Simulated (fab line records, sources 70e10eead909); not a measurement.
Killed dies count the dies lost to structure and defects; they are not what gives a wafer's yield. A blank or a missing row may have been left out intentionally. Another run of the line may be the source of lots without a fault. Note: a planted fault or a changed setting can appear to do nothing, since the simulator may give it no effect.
Struck lot and sound lot, side by side -- flow nand harc -- 14 out of 1302 route steps
Sound: wafers L503.2, L503.3, L503.6. Wafers struck: L511.1, L511.3, L511.4. The cause comes at the end.
Per side, at each step with rows, come the tool, then ch with its chambers, and then its first start. Under that, the readings that differ: sound wafers -- struck wafers -- difference of the means -- sigmas: that difference in standard deviations of wafers without a fault.
alike: readings whose means differ by less than 2 such deviations, and words and numbers that are the same on both sides. not compared: withheld readings, readings that some wafer has no value for, bounds like >300 that may hide the same value, and numbers for which the record gives no deviation and whose values overlap.
The two part at a step that has a row with sigmas, a row that says differs or no value, or rows on one side only. Numbers that have no deviation but don't overlap get no sigmas and don't part them. A reading that every wafer of one side lacks parts them only if that side has two wafers or more.

first, 1 step without rows for these wafers: NHARC_P_M0_DEGAS_28 (time 60 s).
NHARC_P_M0_PRE_CLEAN_29: time 30 s.
  sound on pvd sputter-02; struck on pvd sputter-03
  alike: heater power w
NHARC_P_M0_PVD_20: deposits TaN, target thk 5 nm, time 8.06 s.
  sound on pvd sputter-02; struck on pvd sputter-03
  alike: substrate temp c, throttle valve pct
then, 2 steps without rows for these wafers: NHARC_P_M0_PVD_21 (deposits Cu, target thk 30 nm, time 20.49 s); NHARC_P_M0_ECD_22 (material Cu, target thk 400 nm).
NHARC_P_M0_ANNEAL_30: time 90 s.
  sound on rtp anneal-01 ch 0, day 6 07:12; struck on rtp anneal-02 ch 0, day 9 12:41
  alike: wafer_temp_C_max
NHARC_P_M0_CMP_23: polishes, t overpolish 20 s, target thk 117.54 nm.
  sound on cmp-01 ch 0,1,3, day 6 07:33; struck on cmp-03 ch 0,1,3, day 9 13:05
  alike: motor current A, time to endpoint s
NHARC_P_M0_THK_MEAS_24: measures by xrf.
  sound on film metro-02 at day 6 07:49; struck on film metro-01 at day 9 13:22
  alike: thk nm
following that, these wafers have no rows for 1 step: NHARC_P_M0_SRD_25.
NHARC_P_M0_INSPECT_27:
  sound on defect inspect-01 at day 6 07:58; struck on defect inspect-01 at day 9 13:31
  alike: raw defect count
NHARC_P_M0_PRE_CLEAN_31: time 12 s.
  sound on pecvd-04 ch 0,1, day 6 08:02; struck on pecvd-04 ch 0,1,2, day 9 13:35
  alike: heater power w
NHARC_P_M0_DEP_32: deposits SiCN, target thk 30 nm.
  sound on pecvd-04 ch 0,1, day 6 08:07; struck on pecvd-04 ch 0,1,2, day 9 13:40
reading,sound,struck,difference,sigmas
rf fwd power W (W),448.8 448.4 449.1,521.8 518.9 520.9,+71.8,+55
  alike: heater power w
then, 1 step without rows for these wafers: NHARC_P_M1_DEP_00 (deposits SiOC, target thk 182.5 nm).
NHARC_END_SORT_01:
  the record has rows for the sound wafers here (prober-02 ch 0, day 24 12:25) and none for the struck ones

## WHERE THEY PART
At NHARC_P_M0_DEP_32 first; at NHARC_END_SORT_01 last (within this record only).

WHY: the cause the simulator had injected
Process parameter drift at NHARC_P_M0_DEP_32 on pecvd-04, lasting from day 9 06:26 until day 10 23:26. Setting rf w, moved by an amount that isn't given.
